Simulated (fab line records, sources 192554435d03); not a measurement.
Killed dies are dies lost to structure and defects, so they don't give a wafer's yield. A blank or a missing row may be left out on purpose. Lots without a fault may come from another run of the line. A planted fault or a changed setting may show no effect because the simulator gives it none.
Split-lot experiment | flow n5_finfet | 7 lots, 21 wafers read, on a route of 1938 steps

THE SPLIT
At N5_BEOL_M14_ETCH_68 (etches SOC in N2/H2, time 450 s), the setting time_s was moved away from the recipe's 450 s on 7 of the 21 wafers read, by -20.4% to +16.4%. The other wafers ran this setting at the recipe's value.

The reading is taken at the split's own step.

THE READING
SiARC_of_BEOL_M14_COAT_66.thk_nm (the simulator's own value, which no gauge read), in nm, at N5_BEOL_M14_ETCH_68 (etches SOC in N2/H2, time 450 s). The file gives no usual value for it. The 14 wafers here that ran the recipe average 65.1 nm, standard deviation 0.75 nm.

wafer  | tool, chamber at the split | time_s as run, s | against the recipe | SiARC_of_BEOL_M14_COAT_66.thk_nm, nm | against lot-mates on the recipe
L081.3 | rie_diel-03, 1,3           | 450              | recipe             | 64.8                                 | -
L081.4 | rie_diel-03, 1,3           | 450              | recipe             | 64.8                                 | -
L081.5 | rie_diel-03, 1             | 450              | recipe             | 64.4                                 | -
L082.1 | rie_diel-03, 3             | 450              | recipe             | 64.6                                 | -
L082.2 | rie_diel-03, 2             | 523.6            | +16.4%             | 57.6                                 | -7.0
L082.5 | rie_diel-03, 1             | 523.6            | +16.4%             | 57.2                                 | -7.4
L091.2 | rie_diel-02, 1             | 420.1            | -6.6%              | 69.4                                 | +3.5
L091.5 | rie_diel-02, 3             | 450              | recipe             | 65.2                                 | -
L091.6 | rie_diel-02, 0             | 450              | recipe             | 66.6                                 | -
L087.3 | rie_diel-03, 0             | 390.9            | -13.1%             | 70.8                                 | +6.4
L087.4 | rie_diel-03, 2             | 450              | recipe             | 64.4                                 | -
L087.5 | rie_diel-03, 0             | 390.9            | -13.1%             | 70                                   | +5.6
L089.2 | rie_diel-06, 2             | 450              | recipe             | 64.8                                 | -
L089.4 | rie_diel-06, 1             | 450              | recipe             | 65.4                                 | -
L089.6 | rie_diel-06, 0             | 450              | recipe             | 65.6                                 | -
L093.1 | rie_diel-02, 0             | 450              | recipe             | 66.4                                 | -
L093.3 | rie_diel-02, 2             | 450              | recipe             | 64.4                                 | -
L093.5 | rie_diel-02, 0             | 450              | recipe             | 66                                   | -
L097.1 | rie_diel-06, 2             | 450              | recipe             | 64.2                                 | -
L097.5 | rie_diel-06, 2             | 358              | -20.4%             | 73.4                                 | +9.2
L097.6 | rie_diel-06, 3             | 358              | -20.4%             | 72.2                                 | +8.0
Where a row lists several chambers, the file gives one row for several wafers and doesn't say which wafer went through which chamber.

THE FIT
A straight line over all 21 wafers: SiARC_of_BEOL_M14_COAT_66.thk_nm changes by -0.42 nm for each +1% of time_s; r = -0.98; the points scatter about the line by 0.86 nm.
The same after taking each lot's own level away (the mean of its wafers on the recipe; 21 wafers): -0.436 nm for each +1%; r = -0.99; scatter 0.54 nm.
On that fit, the largest move of time_s shifts the reading by 8.9 nm.
The lots' own levels span 64.20 to 65.90 nm, that is 2.3 times the standard deviation above.
So the lot-to-lot level changes the slope little: the two slopes agree.
Check: with one of the wafers moved furthest among these (-20.4%) left out of the fit, the line predicts +8.84 nm for it against its lot-mates. It came out at +9.2 nm against them.

OTHER SPLITS ON THESE WAFERS
These wafers also went through other splits before the reading. Each is held against what the fit with the lots' levels taken away leaves over:
other split on the same wafers | wafers away from the commonest value | r with SiARC_of_BEOL_M14_COAT_66.thk_nm (lot level and that fit taken away)
N5_BEOL_M8_COAT_22 spin_rpm    | 4                                    | -0.03
N5_BEOL_M9_EXPOSE_08 dose_mj   | 6                                    | +0.13
N5_BEOL_M14_EXPOSE_25 dose_mj  | 10                                   | -0.20

THE FILE'S OWN FIT
SiARC_of_BEOL_M14_COAT_66.thk_nm changes by -0.439 nm for each +1% of time_s, r = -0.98.
